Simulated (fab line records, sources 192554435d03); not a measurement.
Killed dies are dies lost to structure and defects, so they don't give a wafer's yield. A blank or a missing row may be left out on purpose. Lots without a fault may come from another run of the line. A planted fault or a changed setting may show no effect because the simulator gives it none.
Chamber matching | flow n5_finfet | N5_HKMG_FIN_STRIP_57 on rie_diel-01: 4 sister chambers
The step strips in CF4. 16 wafers are shown with their chamber, then 8 later ones without.

WAFERS WITH THEIR CHAMBER
wafer  | chamber | drypump_motor_current_A (A) | showerhead_plenum_p_Torr (Torr) | throttle_valve_pct (%)
L074.2 | 2       | 5.4                         | 1.82                            | 13.31
L074.4 | 3       | 6.0                         | 1.85                            | 13.63
L074.5 | 1       | 5.2                         | 1.79                            | 13.56
L078.2 | 0       | 6.0                         | 1.78                            | 13.29
L078.3 | 3       | 5.9                         | 1.85                            | 13.65
L078.4 | 1       | 5.2                         | 1.79                            | 13.57
L079.2 | 2       | 5.4                         | 1.82                            | 13.33
L079.3 | 3       | 5.9                         | 1.85                            | 13.66
L079.6 | 3       | 5.9                         | 1.85                            | 13.65
L083.2 | 2       | 5.4                         | 1.82                            | 13.32
L083.5 | 0       | 6.0                         | 1.78                            | 13.32
L083.6 | 3       | 5.9                         | 1.84                            | 13.69
L084.2 | 2       | 5.4                         | 1.82                            | 13.35
L084.3 | 1       | 5.2                         | 1.78                            | 13.61
L084.4 | 3       | 5.9                         | 1.84                            | 13.67
L090.1 | 3       | 5.9                         | 1.84                            | 13.72

SIGNATURES (means of the wafers above)
reading                  | chamber 0 | chamber 1 | chamber 2 | chamber 3 | scatter within a chamber
drypump_motor_current_A  | 6.000     | 5.200     | 5.400     | 5.914     | 0.0267
showerhead_plenum_p_Torr | 1.7800    | 1.7867    | 1.8200    | 1.8457    | 0.00445
throttle_valve_pct       | 13.3050   | 13.5800   | 13.3275   | 13.6671   | 0.0259
Rule: a wafer's distance from a chamber is the root of the sum, over the readings, of the square of ((its reading less the chamber's mean) divided by the reading's scatter). The wafer belongs to the nearest chamber; if the next one is less than 2 further off, it can't be placed. The scatter: the root of (the sum of the squares of (reading less its chamber's mean) over the shown wafers, divided by (wafers less chambers)).

WAFERS WITHOUT THEIR CHAMBER
wafer  | drypump_motor_current_A (A) | showerhead_plenum_p_Torr (Torr) | throttle_valve_pct (%)
L090.3 | 5.4                         | 1.81                            | 13.38
L090.5 | 6.0                         | 1.77                            | 13.34
L092.2 | 5.4                         | 1.81                            | 13.39
L092.4 | 6.0                         | 1.77                            | 13.37
L092.6 | 6.0                         | 1.84                            | 13.70
L095.1 | 5.2                         | 1.78                            | 13.66
L095.2 | 6.0                         | 1.77                            | 13.39
L095.5 | 6.0                         | 1.77                            | 13.37

WHICH CHAMBER EACH WENT THROUGH
wafer  | from the rows above | in truth
L090.3 | 2                   | 2
L090.5 | 0                   | 0
L092.2 | 2                   | 2
L092.4 | 0                   | 0
L092.6 | 3                   | 3
L095.1 | 1                   | 1
L095.2 | 0                   | 0
L095.5 | 0                   | 0
Placed correctly: 8 of 8. Can't be placed from these rows: 0. Placed wrongly: 0.
